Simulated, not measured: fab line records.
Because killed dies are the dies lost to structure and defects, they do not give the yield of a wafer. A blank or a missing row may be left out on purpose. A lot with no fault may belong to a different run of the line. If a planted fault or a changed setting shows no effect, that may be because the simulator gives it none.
Lot-split experiment ; flow n5 finfet ; 7 lots, 21 wafers read, on a route of 1938 steps

## ABOUT THE SPLIT
At N5_BEOL_M14_ETCH_68 (etches SOC in N2/H2, time 450 s), the setting time s was moved away from the recipe's 450 s on 10 of the 21 wafers read, by -11.4% to +19.5%. For the rest of the wafers, this setting stayed at what the recipe calls for.

The split's own step is where the reading is taken.

## THE READING
SiARC_of_BEOL_M14_COAT_66.thk nm (the simulator's own value, which no gauge read), in nm, at N5_BEOL_M14_ETCH_68 (etches SOC in N2/H2, time 450 s). The file does not state a usual value for it. Here, 11 wafers ran the recipe; their average is 65.1 nm with a standard deviation of 0.33 nm.

wafer;tool, chamber at the split;time s as run, s;against the recipe;SiARC_of_BEOL_M14_COAT_66.thk nm, nm;against lot-mates on the recipe
L075.1;rie diel-03, 1;450;recipe;65.8;-
L075.2;rie diel-03, 3;450;recipe;65.4;-
L075.3;rie diel-03, 0;505.1;+12.2%;60;-5.6
L077.1;rie diel-04, 2;450;recipe;65;-
L077.2;rie diel-04, 1;498.4;+10.8%;60.6;-4.4
L077.5;rie diel-04, 1;498.4;+10.8%;60.8;-4.2
L085.1;rie diel-03, 3;476.4;+5.9%;62.6;-2.8
L085.3;rie diel-03, 2;476.4;+5.9%;62;-3.4
L085.4;rie diel-03, 1;450;recipe;65.4;-
L088.2;rie diel-03, 3;410.5;-8.8%;69.4;+4.0
L088.3;rie diel-03, 1;410.5;-8.8%;69.6;+4.2
L088.6;rie diel-03, 1;450;recipe;65.4;-
L091.2;rie diel-04, 1,2;450;recipe;65;-
L091.6;rie diel-04, 1,2;450;recipe;65;-
L091.3;rie diel-04, 0;450;recipe;64.6;-
L092.1;rie diel-04, 0,1;450;recipe;64.8;-
L092.4;rie diel-04, 0,1;450;recipe;64.8;-
L092.3;rie diel-04, 2;398.9;-11.4%;70.2;+5.4
L097.2;rie diel-04, 1,3;537.8;+19.5%;56.4;-8.6
L097.6;rie diel-04, 1,3;537.8;+19.5%;56.4;-8.6
L097.5;rie diel-04, 0;450;recipe;65;-
Rows listing several chambers each stand for several wafers; the file does not say which wafer went through which chamber.

FIT RESULTS
A straight line over all 21 wafers: SiARC_of_BEOL_M14_COAT_66.thk nm changes by -0.448 nm for each +1% of time s; r = -1.00; the points scatter about the line by 0.34 nm.
The same after taking each lot's own level away (the mean of its wafers on the recipe; 21 wafers): -0.447 nm for each +1%; r = -1.00; scatter 0.29 nm.
On that fit, the largest move of time s shifts the reading by 8.7 nm.
Across the lots, their own levels run from 64.80 to 65.60 nm, a range of 2.4 times the standard deviation given above.
The two slopes agree, so the slope changes little with the lot-to-lot level.
Check: -8.72 nm against its lot-mates is what the line predicts for one of the wafers moved furthest among these (+19.5%) when that wafer is left out of the fit. It came out at -8.6 nm against them.

## THE OTHER SPLITS THESE WAFERS WENT THROUGH
Before the reading, these wafers also passed through other splits. Each is held against what the fit with the lots' levels taken away leaves over:
other split on the same wafers;wafers away from the commonest value;r with SiARC_of_BEOL_M14_COAT_66.thk nm (lot level and that fit taken away)
N5_BEOL_M14_COAT_22 spin rpm;4;+0.03

## FILE'S OWN FIT
SiARC_of_BEOL_M14_COAT_66.thk nm changes by -0.449 nm for each +1% of time s, r = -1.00.
